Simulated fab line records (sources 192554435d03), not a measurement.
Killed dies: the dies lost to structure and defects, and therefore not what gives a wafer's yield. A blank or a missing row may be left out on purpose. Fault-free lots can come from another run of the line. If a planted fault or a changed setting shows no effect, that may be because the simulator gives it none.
Split-lot trial || flow n5-finfet || 7 lots, 21 wafers read, on a route of 1938 steps

ABOUT THE SPLIT
At N5_BEOL_M10_EXPOSE_08 (exposes mask M10), the setting dose-mj was moved away from the recipe's 53.75 on 5 of the 21 wafers read, by -6.5% to +6.7%. For the rest of the wafers, this setting stayed at what the recipe calls for.

FROM THE SPLIT TO THE READING: what the file shows between them, 2 steps
- N5_BEOL_M10_PEB_09: peb time 60 s
- N5_BEOL_M10_DEVELOP_10: develop time 30 s

THE READING
cd-nm at N5_BEOL_M10_CD_MEAS_11, given in nm (cd target 64.1 nm). A value of 64.3 nm with a standard deviation of 0.83 nm is what fault-free wafers of this fab line usually give.

{"wafer": "L076.3", "tool, chamber at the split": "arfi-scanner-03, 0", "dose-mj as run": 50.24, "against the recipe": "-6.5%", "cd-nm, nm": 60.9, "against lot-mates on the recipe": -2.8}
{"wafer": "L076.4", "tool, chamber at the split": "arfi-scanner-03, 0", "dose-mj as run": 53.75, "against the recipe": "recipe", "cd-nm, nm": 63.6, "against lot-mates on the recipe": "-"}
{"wafer": "L076.6", "tool, chamber at the split": "arfi-scanner-03, 0", "dose-mj as run": 53.75, "against the recipe": "recipe", "cd-nm, nm": 63.7, "against lot-mates on the recipe": "-"}
{"wafer": "L079.1", "tool, chamber at the split": "arfi-scanner-01, 0", "dose-mj as run": 53.75, "against the recipe": "recipe", "cd-nm, nm": 63.2, "against lot-mates on the recipe": "-"}
{"wafer": "L079.2", "tool, chamber at the split": "arfi-scanner-01, 0", "dose-mj as run": 52.73, "against the recipe": "-1.9%", "cd-nm, nm": 63.1, "against lot-mates on the recipe": -0.8}
{"wafer": "L079.5", "tool, chamber at the split": "arfi-scanner-01, 0", "dose-mj as run": 53.75, "against the recipe": "recipe", "cd-nm, nm": 64.5, "against lot-mates on the recipe": "-"}
{"wafer": "L078.1", "tool, chamber at the split": "arfi-scanner-01, 0", "dose-mj as run": 53.75, "against the recipe": "recipe", "cd-nm, nm": 64.2, "against lot-mates on the recipe": "-"}
{"wafer": "L078.2", "tool, chamber at the split": "arfi-scanner-01, 0", "dose-mj as run": 57.35, "against the recipe": "+6.7%", "cd-nm, nm": 68.3, "against lot-mates on the recipe": "+4.4"}
{"wafer": "L078.5", "tool, chamber at the split": "arfi-scanner-01, 0", "dose-mj as run": 53.75, "against the recipe": "recipe", "cd-nm, nm": 63.6, "against lot-mates on the recipe": "-"}
{"wafer": "L081.1", "tool, chamber at the split": "arfi-scanner-03, 0", "dose-mj as run": 53.75, "against the recipe": "recipe", "cd-nm, nm": 64.2, "against lot-mates on the recipe": "-"}
{"wafer": "L081.2", "tool, chamber at the split": "arfi-scanner-03, 0", "dose-mj as run": 53.75, "against the recipe": "recipe", "cd-nm, nm": 65.0, "against lot-mates on the recipe": "-"}
{"wafer": "L081.4", "tool, chamber at the split": "arfi-scanner-03, 0", "dose-mj as run": 53.75, "against the recipe": "recipe", "cd-nm, nm": 65.3, "against lot-mates on the recipe": "-"}
{"wafer": "L082.2", "tool, chamber at the split": "arfi-scanner-01, 0", "dose-mj as run": 53.75, "against the recipe": "recipe", "cd-nm, nm": 63.1, "against lot-mates on the recipe": "-"}
{"wafer": "L082.3", "tool, chamber at the split": "arfi-scanner-01, 0", "dose-mj as run": 53.75, "against the recipe": "recipe", "cd-nm, nm": 63.9, "against lot-mates on the recipe": "-"}
{"wafer": "L082.5", "tool, chamber at the split": "arfi-scanner-01, 0", "dose-mj as run": 53.75, "against the recipe": "recipe", "cd-nm, nm": 63.5, "against lot-mates on the recipe": "-"}
{"wafer": "L084.2", "tool, chamber at the split": "arfi-scanner-03, 0", "dose-mj as run": 53.75, "against the recipe": "recipe", "cd-nm, nm": 64.6, "against lot-mates on the recipe": "-"}
{"wafer": "L084.3", "tool, chamber at the split": "arfi-scanner-03, 0", "dose-mj as run": 53.75, "against the recipe": "recipe", "cd-nm, nm": 64.5, "against lot-mates on the recipe": "-"}
{"wafer": "L084.5", "tool, chamber at the split": "arfi-scanner-03, 0", "dose-mj as run": 53.75, "against the recipe": "recipe", "cd-nm, nm": 62.6, "against lot-mates on the recipe": "-"}
{"wafer": "L095.2", "tool, chamber at the split": "arfi-scanner-02, 0", "dose-mj as run": 51.15, "against the recipe": "-4.8%", "cd-nm, nm": 61.5, "against lot-mates on the recipe": -2.6}
{"wafer": "L095.3", "tool, chamber at the split": "arfi-scanner-02, 0", "dose-mj as run": 53.75, "against the recipe": "recipe", "cd-nm, nm": 64.1, "against lot-mates on the recipe": "-"}
{"wafer": "L095.5", "tool, chamber at the split": "arfi-scanner-02, 0", "dose-mj as run": 51.15, "against the recipe": "-4.8%", "cd-nm, nm": 61.5, "against lot-mates on the recipe": -2.6}

THE FIT
A straight line over all 21 wafers: cd-nm changes by +0.548 nm for each +1% of dose-mj; r = +0.91; the points scatter about the line by 0.66 nm.
The same after taking each lot's own level away (the mean of its wafers on the recipe; 21 wafers): +0.544 nm for each +1%; r = +0.93; scatter 0.55 nm.
On that fit, the largest move of dose-mj shifts the reading by 3.6 nm.
Measured against the standard deviation above, the lots' own levels, which go from 63.50 to 64.83 nm, span 1.6 times it.
The two slopes agree, so the slope changes little with the lot-to-lot level.
Check: with one of the wafers moved furthest among these (+6.7%) left out of the fit, the line predicts +3.2 nm for it against its lot-mates. It came out at +4.4 nm against them.

THESE WAFERS: OTHER SPLITS
Other splits were also applied to these wafers ahead of the reading. Each is held against what the fit with the lots' levels taken away leaves over:
{"other split on the same wafers": "N5_BEOL_M8_ILD_DEP_00 time-s", "wafers away from the commonest value": 5, "r with cd-nm (lot level and that fit taken away)": "+0.30"}
{"other split on the same wafers": "N5_BEOL_M8_DESCUM_33 time-s", "wafers away from the commonest value": 7, "r with cd-nm (lot level and that fit taken away)": "+0.13"}
{"other split on the same wafers": "N5_BEOL_M8_ETCH_66 source-w", "wafers away from the commonest value": 4, "r with cd-nm (lot level and that fit taken away)": -0.37}
{"other split on the same wafers": "N5_BEOL_M10_COAT_05 spin-rpm", "wafers away from the commonest value": 9, "r with cd-nm (lot level and that fit taken away)": "+0.19"}

FILE'S OWN FIT
cd-nm changes by +0.531 nm for each +1% of dose-mj, r = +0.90.
